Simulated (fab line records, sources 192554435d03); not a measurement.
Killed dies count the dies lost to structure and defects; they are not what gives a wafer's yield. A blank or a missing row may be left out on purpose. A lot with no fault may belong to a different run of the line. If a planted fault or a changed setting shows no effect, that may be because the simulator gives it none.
A lot that was struck, set against a sound lot || flow n5_finfet || 18 steps out of a route of 1938
Sound: wafers L183.1, L183.3, L183.4. Wafers struck: L178.4, L178.5, L178.6. At the end, the cause is stated.
Per side, at each step with rows, come the tool, then ch with its chambers, and then its first start. Under that, the readings that differ: sound wafers || struck wafers || difference of the means || sigmas: that difference in standard deviations of wafers without a fault.
alike: readings whose means differ by less than 2 such deviations, and words and numbers that are the same on both sides. not compared: withheld readings, readings that some wafer has no value for, bounds like >300 that may hide the same value, and numbers for which the record gives no deviation and whose values overlap.
A row with sigmas, a row that says differs or no value, or rows on one side alone: a step with any of these is where the two part. Numbers that don't overlap but have no deviation are shown without sigmas and don't part them. A reading that every wafer of one side lacks parts them only if that side has two wafers or more.

first, 9 steps without rows for these wafers: N5_GATE_CUT_EXPOSE_10 (exposes mask GATE CUT, target cd 20 nm); N5_GATE_CUT_PEB_11 (peb time 60 s); N5_GATE_CUT_DEVELOP_12 (develop time 30 s); N5_GATE_CUT_DESCUM_18 (chemistry O2, time 7 s); N5_GATE_CUT_ETCH_28 (etches underlayer in N2/H2, target depth 13 nm, time 10.4 s); N5_GATE_CUT_ETCH_36 (etches SiARC in CF4, target depth 13 nm, time 21.7 s); N5_GATE_CUT_ETCH_37 (etches SOC in N2/H2, target depth 60 nm, overetch 12 nm, time 90 s); N5_GATE_CUT_STRIP_38 (strips in N2/H2); N5_GATE_CUT_STRIP_39 (strips in N2/H2).
N5_GATE_CUT_HM_OPEN_40: chemistry C4F6/O2, target SiO2, target depth 139 nm, time 85.1 s.
  sound on rie_diel-01 ch 1,2,3, day 8 09:46; struck on rie_diel-01 ch 0,3, day 7 02:34
  no value came back on the struck wafers for any of 9 readings (C4F6_flow_sccm (sccm), O2_flow_sccm (sccm) and others); on the sound wafers C4F6_flow_sccm (sccm) reads 10.031 9.991 10.016
{"reading": "model.SOC_of_GATE_CUT_COAT_34.thk_nm (nm)", "sound": "32.2 32.2 32", "struck": "60.2 60.2 60", "difference": "+28.0", "sigmas": ""}
{"reading": "model.SiARC_of_GATE_CUT_COAT_35.thk_nm (nm)", "sound": "0 0 0", "struck": "6 6 5.8", "difference": "+6", "sigmas": ""}
N5_GATE_CUT_STRIP_41: strips in CF4.
  sound on rie_diel-01 ch 1,2,3, day 8 09:50; struck on rie_diel-01 ch 0,3, day 7 02:38
{"reading": "oes_product_au (a.u.)", "sound": "0.234 0.165 0.170", "struck": "0.701 0.697 0.835", "difference": "+0.555", "sigmas": "+28"}
  alike: cf4_flow_sccm, drypump_motor_current_A, rf_vpp_V, showerhead_plenum_p_Torr, throttle_valve_pct
  not compared: rf_hours_counter_h
then, 1 step without rows for these wafers: N5_GATE_CUT_STRIP_42 (strips in O2).
N5_GATE_CUT_ETCH_19: etches SiNx in CH3F/O2, target depth 53.7 nm, time 76.7 s.
  sound on rie_diel-01 ch 1,2,3, day 8 09:53; struck on rie_diel-01 ch 0,3, day 7 02:41
{"reading": "etch_rf_on_time_s (s)", "sound": "73.3 75.9 77.7", "struck": "191.7 191.7 191.7", "difference": "+116.1", "sigmas": "+77"}
{"reading": "oes_product_au (a.u.)", "sound": "0.86 0.60 0.61", "struck": "0.26 0.26 0.31", "difference": -0.41, "sigmas": -5}
  alike: drypump_motor_current_A, rf_vpp_V, showerhead_plenum_p_Torr, throttle_valve_pct
  not compared: rf_hours_counter_h
N5_GATE_CUT_CUT_ETCH_53: etches W in SF6/Cl2, target depth 79.2 nm.
  sound on rie_metal-01 ch 0,1, day 8 10:00; struck on rie_metal-02 ch 0,1, day 7 02:49
{"reading": "etch_rf_on_time_s (s)", "sound": "25.8 26.0 25.9", "struck": "34.3 34.3 34.3", "difference": "+8.4", "sigmas": "+23"}
{"reading": "oes_product_au (a.u.)", "sound": "0.83 0.79 0.83", "struck": "0.24 0.24 0.37", "difference": -0.53, "sigmas": -5}
{"reading": "throttle_valve_pct (%)", "sound": "28.74 28.70 28.74", "struck": "27.39 27.38 27.74", "difference": -1.22, "sigmas": -7}
  alike: SF6_flow_sccm, drypump_motor_current_A
  not compared: rf_hours_counter_h
N5_GATE_CUT_CUT_ETCH_54: etches TiN in Cl2/BCl3, target depth 96.7 nm.
  sound on rie_metal-01 ch 0,1, day 8 10:04; struck on rie_metal-02 ch 0,1, day 7 02:53
{"reading": "etch_rf_on_time_s (s)", "sound": "36.4 36.4 36.5", "struck": "47.9 47.9 47.9", "difference": "+11.5", "sigmas": "+25"}
{"reading": "oes_product_au (a.u.)", "sound": "0.82 0.79 0.82", "struck": "0.24 0.24 0.37", "difference": -0.53, "sigmas": -5}
{"reading": "throttle_valve_pct (%)", "sound": "22.08 22.06 22.09", "struck": "22.80 22.80 23.06", "difference": "+0.81", "sigmas": "+5"}
  alike: drypump_motor_current_A
  not compared: rf_hours_counter_h
N5_GATE_CUT_CUT_ETCH_55: etches HfO2 in BCl3, target depth 3.2 nm.
  sound on rie_metal-01 ch 0,1, day 8 10:07; struck on rie_metal-02 ch 0,1, day 7 02:56
{"reading": "oes_product_au (a.u.)", "sound": "0.92 0.85 0.92", "struck": "0.24 0.25 0.38", "difference": -0.61, "sigmas": -5}
  alike: drypump_motor_current_A, throttle_valve_pct
  not compared: rf_hours_counter_h
N5_BEOL_M4_RC_MEAS_101:
  the record has rows for the sound wafers here (prober-02 ch 0, day 11 21:59) and none for the struck ones
-- here the record skips 7 days between the struck wafers' starts before and after, leaving off in module BEOL_M4 and picking up in module PASSIVATION (first step shown: number 1936 of the route) --
N5_PASSIVATION_PROBE_49:
  sound on prober-01 at day 16 00:31; struck on prober-02 at day 14 08:12
{"reading": "defect_limited_yield (%)", "sound": "95.2 91.9 93.0", "struck": "0 0 0", "difference": -93, "sigmas": -62}
{"reading": "killed_at_front_end", "sound": "24 48 39", "struck": "1121 1112 1132", "difference": "+1085", "sigmas": "+99"}
{"reading": "killed_dies", "sound": "57 95 83", "struck": "1180 1180 1180", "difference": "+1102", "sigmas": "+61"}
{"reading": "killed_on_rim", "sound": "10 8 10", "struck": "152 152 152", "difference": "+143", "sigmas": "+38"}
{"reading": "sort_bin_5_function (%)", "sound": "2.6 4.7 4.1", "struck": "96.7 96.4 96.9", "difference": "+92.9", "sigmas": "+93"}
{"reading": "sort_n_pass", "sound": "1123 1085 1097", "struck": "0 0 0", "difference": -1102, "sigmas": -58}
{"reading": "sort_yield_pct (%)", "sound": "95.2 91.9 93.0", "struck": "0 0 0", "difference": -93, "sigmas": -58}
  alike: killed_at_M0_to_M3, killed_at_M4_up, killed_at_contacts, killed_at_other, killed_open, killed_short, sort_bin_6_memory

WHERE THEY PART
First at N5_GATE_CUT_HM_OPEN_40; last, within this record, at N5_PASSIVATION_PROBE_49.

WHY: what the simulator had put in
Whole step skipped at N5_GATE_CUT_HM_OPEN_40 on rie_diel-01, starting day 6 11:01. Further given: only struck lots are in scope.
